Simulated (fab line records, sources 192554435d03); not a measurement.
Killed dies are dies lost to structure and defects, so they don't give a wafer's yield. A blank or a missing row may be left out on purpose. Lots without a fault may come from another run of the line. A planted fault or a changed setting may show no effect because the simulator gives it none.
Which tool did it? | flow n5_finfet | 24 lots, 72 wafers sampled, at 1 step of a route of 1938

WHAT THE GAUGES READ, wafer by wafer
N5_BEOL_M4_INSPECT_13: inspects for defects (brightfield). Usual: raw_defect_count 397, standard deviation 88.
lot  | measured     | on                | raw_defect_count | flag
L074 | day 8 02:13  | defect_inspect-02 | 337 354 339      |
L075 | day 8 21:08  | defect_inspect-02 | 337 385 389      |
L076 | day 9 00:57  | defect_inspect-01 | 406 360 408      |
L079 | day 9 01:46  | defect_inspect-02 | 356 359 339      |
L077 | day 9 05:06  | defect_inspect-01 | 419 412 356      |
L078 | day 9 06:19  | defect_inspect-01 | 471 506 623      |
L080 | day 9 11:03  | defect_inspect-02 | 473 361 405      |
L081 | day 9 16:55  | defect_inspect-01 | 609 334 432      |
L083 | day 10 03:57 | defect_inspect-02 | 462 351 374      |
L082 | day 10 19:26 | defect_inspect-02 | 388 548 323      |
L084 | day 11 01:38 | defect_inspect-02 | 388 389 282      |
L086 | day 11 05:14 | defect_inspect-01 | 330 423 395      |
L085 | day 11 06:08 | defect_inspect-01 | 422 430 387      |
L087 | day 11 18:25 | defect_inspect-01 | 393 365 373      |
L088 | day 11 20:09 | defect_inspect-01 | 365 288 401      |
L090 | day 12 13:31 | defect_inspect-01 | 416 342 338      |
L091 | day 12 19:24 | defect_inspect-01 | 536 598 322      |
L089 | day 12 19:26 | defect_inspect-02 | 339 325 241      |
L092 | day 12 22:40 | defect_inspect-02 | 578 646 588      |
L093 | day 13 00:09 | defect_inspect-01 | 383 484 430      |
L094 | day 13 08:30 | defect_inspect-01 | 414 409 379      |
L096 | day 13 14:37 | defect_inspect-02 | 384 409 350      |
L095 | day 13 23:09 | defect_inspect-02 | 364 428 543      |
L097 | day 14 18:47 | defect_inspect-01 | 425 332 402      |

WHICH TOOL RAN EACH LOT (tool, then ch and the chambers of the sampled wafers, then the start)
The record holds no process step before these readings.

WHAT THE TOOLS THEMSELVES READ (means of the sampled wafers that have a number; where no wafer has one, the mark that the record gives instead)
The record holds no such reading with a usual standard deviation.

THE ANSWER, worked out from the rows above alone
Rule: a lot is off if the mean of its wafers that have a number lies more than 3 standard deviations from the usual mean. A lot without any number at a reading at which 4 lots or more have one is off too. The other lots that the step has rows for count as sound. The gauges are gone through in route order, then the tools' own readings, and for those a lot's mean is taken as printed above. The first step at which some lot is off is used, and at that step the reading that is off furthest; a lot without a number counts as furthest.
No lot is off at any reading shown: from this, nothing can be told.

WHAT THE SIMULATOR HAD PUT IN
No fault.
